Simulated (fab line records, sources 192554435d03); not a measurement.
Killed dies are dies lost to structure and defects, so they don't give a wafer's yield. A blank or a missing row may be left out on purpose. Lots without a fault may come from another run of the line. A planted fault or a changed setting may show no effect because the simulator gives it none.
Chamber matching | flow n5_finfet | N5_BEOL_M2_PECVD_72 on pecvd-04: 3 sister chambers
The step deposits SiO2 from TEOS/O2, target thk 16 nm, time 18 s. 14 wafers are shown with their chamber, then 7 later ones without.

WAFERS WITH THEIR CHAMBER
wafer  | chamber | showerhead_plenum_p_Torr (Torr) | throttle_valve_pct (%) | heater_power_w (W)
L075.3 | 1       | 8.81                            | 22.8                   | 646
L075.4 | 2       | 8.93                            | 24.1                   | 810
L075.6 | 0       | 8.78                            | 23.9                   | 776
L084.2 | 2       | 8.93                            | 24.3                   | 778
L084.3 | 1       | 8.78                            | 22.8                   | 766
L084.6 | 1       | 8.78                            | 22.6                   | 770
L087.3 | 0       | 8.74                            | 24.0                   | 781
L087.5 | 1       | 8.80                            | 22.7                   | 775
L087.6 | 0       | 8.77                            | 23.9                   | 769
L085.1 | 1       | 8.81                            | 22.8                   | 736
L085.3 | 1       | 8.79                            | 22.8                   | 732
L085.4 | 0       | 8.76                            | 24.1                   | 828
L088.1 | 2       | 8.90                            | 21.5                   | 682
L088.5 | 0       | 8.74                            | 24.0                   | 776

SIGNATURES (means of the wafers above)
reading                  | chamber 0 | chamber 1 | chamber 2 | scatter within a chamber
showerhead_plenum_p_Torr | 8.7580    | 8.7950    | 8.9200    | 0.016
throttle_valve_pct       | 23.980    | 22.750    | 23.300    | 0.67
heater_power_w           | 786.00    | 737.50    | 756.67    | 45.6
Rule: a wafer's distance from a chamber is the root of the sum, over the readings, of the square of ((its reading less the chamber's mean) divided by the reading's scatter). The wafer belongs to the nearest chamber; if the next one is less than 2 further off, it can't be placed. The scatter: the root of (the sum of the squares of (reading less its chamber's mean) over the shown wafers, divided by (wafers less chambers)).

WAFERS WITHOUT THEIR CHAMBER
wafer  | showerhead_plenum_p_Torr (Torr) | throttle_valve_pct (%) | heater_power_w (W)
L088.6 | 8.92                            | 21.1                   | 678
L089.3 | 8.75                            | 23.9                   | 712
L089.4 | 8.91                            | 21.2                   | 811
L089.6 | 8.78                            | 24.1                   | 711
L095.4 | 8.89                            | 21.3                   | 773
L095.5 | 8.77                            | 23.7                   | 818
L095.6 | 8.90                            | 21.3                   | 810

WHICH CHAMBER EACH WENT THROUGH
wafer  | from the rows above     | in truth
L088.6 | 2                       | 2
L089.3 | can't be placed: 0 or 1 | 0
L089.4 | 2                       | 2
L089.6 | can't be placed: 0 or 1 | 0
L095.4 | 2                       | 2
L095.5 | can't be placed: 0 or 1 | 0
L095.6 | 2                       | 2
Placed correctly: 4 of 7. Can't be placed from these rows: 3 (the true chamber is among the candidates in 3). Placed wrongly: 0.
